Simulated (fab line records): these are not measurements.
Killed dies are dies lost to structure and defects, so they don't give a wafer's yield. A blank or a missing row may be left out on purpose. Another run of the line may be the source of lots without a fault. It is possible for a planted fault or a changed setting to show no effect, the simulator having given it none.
Chamber matching :: flow n5Finfet :: N5_BEOL_M4_PECVD_72 on pecvd-01 has 3 sister chambers
The step deposits SiO2 from TEOS/O2, target thk 16 nm, time 18 s. 22 wafers are shown with their chamber, then 11 later ones without.

== WAFERS, EACH WITH ITS CHAMBER ==
wafer: L075.2
chamber: 1
throttleValvePct (%): 21.5
showerheadPlenumPTorr (Torr): 8.76
heaterPowerW (W): 797

wafer: L075.4
chamber: 2
throttleValvePct (%): 21.7
showerheadPlenumPTorr (Torr): 8.82
heaterPowerW (W): 764

wafer: L075.6
chamber: 1
throttleValvePct (%): 21.5
showerheadPlenumPTorr (Torr): 8.72
heaterPowerW (W): 777

wafer: L077.1
chamber: 0
throttleValvePct (%): 24.5
showerheadPlenumPTorr (Torr): 8.82
heaterPowerW (W): 851

wafer: L077.2
chamber: 2
throttleValvePct (%): 21.6
showerheadPlenumPTorr (Torr): 8.81
heaterPowerW (W): 839

wafer: L077.5
chamber: 1
throttleValvePct (%): 21.6
showerheadPlenumPTorr (Torr): 8.74
heaterPowerW (W): 717

wafer: L078.2
chamber: 0
throttleValvePct (%): 24.6
showerheadPlenumPTorr (Torr): 8.82
heaterPowerW (W): 837

wafer: L078.4
chamber: 0
throttleValvePct (%): 24.3
showerheadPlenumPTorr (Torr): 8.81
heaterPowerW (W): 851

wafer: L078.6
chamber: 2
throttleValvePct (%): 21.3
showerheadPlenumPTorr (Torr): 8.81
heaterPowerW (W): 812

wafer: L080.3
chamber: 1
throttleValvePct (%): 21.5
showerheadPlenumPTorr (Torr): 8.72
heaterPowerW (W): 740

wafer: L080.5
chamber: 0
throttleValvePct (%): 24.6
showerheadPlenumPTorr (Torr): 8.83
heaterPowerW (W): 870

wafer: L080.6
chamber: 1
throttleValvePct (%): 21.7
showerheadPlenumPTorr (Torr): 8.76
heaterPowerW (W): 734

wafer: L083.1
chamber: 2
throttleValvePct (%): 21.6
showerheadPlenumPTorr (Torr): 8.81
heaterPowerW (W): 836

wafer: L083.2
chamber: 0
throttleValvePct (%): 24.7
showerheadPlenumPTorr (Torr): 8.83
heaterPowerW (W): 871

wafer: L083.3
chamber: 1
throttleValvePct (%): 21.4
showerheadPlenumPTorr (Torr): 8.74
heaterPowerW (W): 757

wafer: L085.1
chamber: 1
throttleValvePct (%): 21.4
showerheadPlenumPTorr (Torr): 8.75
heaterPowerW (W): 769

wafer: L085.3
chamber: 0
throttleValvePct (%): 24.2
showerheadPlenumPTorr (Torr): 8.83
heaterPowerW (W): 699

wafer: L085.5
chamber: 0
throttleValvePct (%): 24.3
showerheadPlenumPTorr (Torr): 8.84
heaterPowerW (W): 706

wafer: L092.1
chamber: 0
throttleValvePct (%): 24.2
showerheadPlenumPTorr (Torr): 8.84
heaterPowerW (W): 759

wafer: L092.2
chamber: 2
throttleValvePct (%): 21.7
showerheadPlenumPTorr (Torr): 8.83
heaterPowerW (W): 862

wafer: L092.3
chamber: 1
throttleValvePct (%): 21.4
showerheadPlenumPTorr (Torr): 8.76
heaterPowerW (W): 781

wafer: L092.4
chamber: 0
throttleValvePct (%): 24.2
showerheadPlenumPTorr (Torr): 8.81
heaterPowerW (W): 781

SIGNATURES, as means of the wafers listed above
reading: throttleValvePct
chamber 0: 24.400
chamber 1: 21.500
chamber 2: 21.580
scatter within a chamber: 0.164

reading: showerheadPlenumPTorr
chamber 0: 8.8256
chamber 1: 8.7438
chamber 2: 8.8160
scatter within a chamber: 0.0132

reading: heaterPowerW
chamber 0: 802.78
chamber 1: 759.00
chamber 2: 822.60
scatter within a chamber: 50.4
Rule: for each reading, subtract the chamber's mean from the wafer's reading, divide by that reading's scatter and square the result; add these up over the readings and take the root, which gives the wafer's distance from the chamber. If the next closest chamber is less than 2 further off than the closest, the wafer can't be placed; otherwise it belongs to the closest. The scatter: take each reading less its chamber's mean, square it, sum over the shown wafers, divide by the number of wafers less the number of chambers, and take the root.

== WAFERS WITHOUT THEIR CHAMBER ==
wafer: L092.5
throttleValvePct (%): 21.9
showerheadPlenumPTorr (Torr): 8.84
heaterPowerW (W): 896

wafer: L092.6
throttleValvePct (%): 21.4
showerheadPlenumPTorr (Torr): 8.72
heaterPowerW (W): 793

wafer: L095.1
throttleValvePct (%): 21.6
showerheadPlenumPTorr (Torr): 8.82
heaterPowerW (W): 792

wafer: L095.2
throttleValvePct (%): 24.3
showerheadPlenumPTorr (Torr): 8.83
heaterPowerW (W): 884

wafer: L095.3
throttleValvePct (%): 21.5
showerheadPlenumPTorr (Torr): 8.77
heaterPowerW (W): 799

wafer: L095.4
throttleValvePct (%): 21.3
showerheadPlenumPTorr (Torr): 8.74
heaterPowerW (W): 771

wafer: L095.5
throttleValvePct (%): 24.5
showerheadPlenumPTorr (Torr): 8.82
heaterPowerW (W): 885

wafer: L095.6
throttleValvePct (%): 21.5
showerheadPlenumPTorr (Torr): 8.84
heaterPowerW (W): 788

wafer: L097.1
throttleValvePct (%): 21.6
showerheadPlenumPTorr (Torr): 8.84
heaterPowerW (W): 739

wafer: L097.3
throttleValvePct (%): 24.6
showerheadPlenumPTorr (Torr): 8.81
heaterPowerW (W): 714

wafer: L097.5
throttleValvePct (%): 21.5
showerheadPlenumPTorr (Torr): 8.75
heaterPowerW (W): 784

== CHAMBER TAKEN BY EACH ==
wafer: L092.5
from the rows above: 2
in truth: 2

wafer: L092.6
from the rows above: 1
in truth: 1

wafer: L095.1
from the rows above: 2
in truth: 2

wafer: L095.2
from the rows above: 0
in truth: 0

wafer: L095.3
from the rows above: can't be placed: 1 or 2
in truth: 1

wafer: L095.4
from the rows above: 1
in truth: 1

wafer: L095.5
from the rows above: 0
in truth: 0

wafer: L095.6
from the rows above: 2
in truth: 2

wafer: L097.1
from the rows above: 2
in truth: 2

wafer: L097.3
from the rows above: 0
in truth: 0

wafer: L097.5
from the rows above: 1
in truth: 1
Correct placement for 10 of the 11. These rows do not allow placing 1 (true chamber among the candidates in 1). 0 placed wrongly.
